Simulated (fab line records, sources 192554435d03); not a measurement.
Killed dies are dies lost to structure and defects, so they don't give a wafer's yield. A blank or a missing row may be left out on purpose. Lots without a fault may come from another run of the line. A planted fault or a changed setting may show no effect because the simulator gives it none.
Split-lot experiment | flow n5_finfet | 7 lots, 21 wafers read, on a route of 1938 steps

THE SPLIT
At N5_SD_EPI_N_EPI_21 (deposits Si:P, time 690 s), the setting epi_growth_time_s was moved away from the recipe's 690 s on 4 of the 21 wafers read, by -10.1% to +5.0%. The other wafers ran this setting at the recipe's value.

FROM THE SPLIT TO THE READING: what the file shows between them, 13 steps
- N5_SD_EPI_P_COAT_35: time 60 s, resist thk 35 nm (also split here: spin_rpm)
- N5_SD_EPI_P_COAT_03: resist thk 150 nm
- N5_SD_EPI_P_EBR_05
- N5_SD_EPI_P_DESCUM_14: chemistry O2, time 7.9 s
- N5_SD_EPI_P_ETCH_36: etches SiARC in CF4, target depth 45.5 nm, time 75.8 s
- N5_SD_EPI_P_ETCH_37: etches SOC in N2/H2, overetch 108 nm, time 486 s
- N5_SD_EPI_P_STRIP_38: strips in N2/H2
- N5_SD_EPI_P_EPI_21: deposits SiGe:B, time 355 s
- N5_SD_EPI_P_HM_STRIP_48: strips SiNx in H3PO4, material SiNx, target depth 3 nm
- N5_SD_EPI_P_SRD_49: time 30 s
- N5_SD_EPI_P_PRECLEAN_24: cleans in O3/DIW, time 45 s
- N5_SD_ACTIVATION_RTA_00: time 0 s
- N5_SD_ACTIVATION_LSA_01: time 0.0008 s

THE READING
RS_SD_N, in ohm/sq, at N5_SD_ACTIVATION_RS_MEAS_03 (measures by four-point-probe). Fault-free wafers of this fab line usually give 21.99 ohm/sq, standard deviation 0.26 ohm/sq.

wafer  | tool, chamber at the split | epi_growth_time_s as run, s | against the recipe | RS_SD_N, ohm/sq | against lot-mates on the recipe
L074.3 | epi_rpcvd-02, 0            | 690                         | recipe             | 21.75           | -
L074.5 | epi_rpcvd-02, 0            | 690                         | recipe             | 21.91           | -
L074.6 | epi_rpcvd-02, 0            | 690                         | recipe             | 21.83           | -
L078.2 | epi_rpcvd-02, 0            | 690                         | recipe             | 22.11           | -
L078.5 | epi_rpcvd-02, 0            | 690                         | recipe             | 21.96           | -
L078.6 | epi_rpcvd-02, 0            | 690                         | recipe             | 21.86           | -
L079.1 | epi_rpcvd-02, 0            | 690                         | recipe             | 22.09           | -
L079.2 | epi_rpcvd-02, 0            | 690                         | recipe             | 21.83           | -
L079.3 | epi_rpcvd-02, 0            | 724.2                       | +5.0%              | 21.29           | -0.67
L085.1 | epi_rpcvd-02, 0            | 690                         | recipe             | 21.61           | -
L085.3 | epi_rpcvd-02, 0            | 690                         | recipe             | 21.97           | -
L085.6 | epi_rpcvd-02, 0            | 620.3                       | -10.1%             | 23.63           | +1.84
L094.4 | epi_rpcvd-03, 0            | 690                         | recipe             | 22.05           | -
L094.5 | epi_rpcvd-03, 0            | 690                         | recipe             | 21.98           | -
L094.6 | epi_rpcvd-03, 0            | 630.2                       | -8.7%              | 23.07           | +1.05
L096.2 | epi_rpcvd-02, 0            | 690                         | recipe             | 22.10           | -
L096.3 | epi_rpcvd-02, 0            | 690                         | recipe             | 22.03           | -
L096.6 | epi_rpcvd-02, 0            | 710.4                       | +3.0%              | 21.61           | -0.46
L097.2 | epi_rpcvd-03, 0            | 690                         | recipe             | 22.38           | -
L097.3 | epi_rpcvd-03, 0            | 690                         | recipe             | 21.82           | -
L097.4 | epi_rpcvd-03, 0            | 690                         | recipe             | 22.08           | -

THE FIT
A straight line over all 21 wafers: RS_SD_N changes by -0.146 ohm/sq for each +1% of epi_growth_time_s; r = -0.94; the points scatter about the line by 0.17 ohm/sq.
The same after taking each lot's own level away (the mean of its wafers on the recipe; 21 wafers): -0.154 ohm/sq for each +1%; r = -0.95; scatter 0.16 ohm/sq.
On that fit, the largest move of epi_growth_time_s shifts the reading by 1.6 ohm/sq.
The lots' own levels span 21.790 to 22.093 ohm/sq, that is 1.2 times the standard deviation above.
So the lot-to-lot level changes the slope little: the two slopes agree.
Check: with one of the wafers moved furthest among these (-10.1%) left out of the fit, the line predicts +1.28 ohm/sq for it against its lot-mates. It came out at +1.84 ohm/sq against them.

OTHER SPLITS ON THESE WAFERS
These wafers also went through other splits before the reading. Each is held against what the fit with the lots' levels taken away leaves over:
other split on the same wafers | wafers away from the commonest value | r with RS_SD_N (lot level and that fit taken away)
N5_WELL_APT_COAT_02 spin_rpm   | 8                                    | +0.28
N5_FIN_SAQP_PECVD_47 time_s    | 9                                    | -0.07
N5_FIN_SAQP_PECVD_06 time_s    | 6                                    | -0.01
N5_FIN_SAQP_ETCH_65 time_s     | 1                                    | -0.19
N5_SD_EPI_N_DESCUM_14 time_s   | 7                                    | +0.15
N5_SD_EPI_P_COAT_35 spin_rpm   | 10                                   | +0.06

THE WHOLE CHAIN: every reading that the file lists as answering this split, in the file's order
step                        | what it does                                           | reading                                                                         | change (the file's fit)               | r (the file's)
N5_SD_EPI_N_EPI_21          | deposits Si:P, time 690 s                              | Si-P_of_SD_EPI_N_EPI_21.thk_nm (the simulator's own value, which no gauge read) | +0.42 nm for each +1% of the setting  | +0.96
N5_SD_EPI_P_HM_STRIP_48     | strips SiNx in H3PO4, material SiNx, target depth 3 nm | Si-P_of_SD_EPI_N_EPI_21.thk_nm (the simulator's own value, which no gauge read) | +0.415 nm for each +1% of the setting | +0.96
N5_SD_ACTIVATION_RS_MEAS_03 | measures by four-point-probe                           | RS_SD_N                                                                         | -0.154 for each +1% of the setting    | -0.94

THE FILE'S OWN FIT
RS_SD_N changes by -0.154 ohm/sq for each +1% of epi_growth_time_s, r = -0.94.
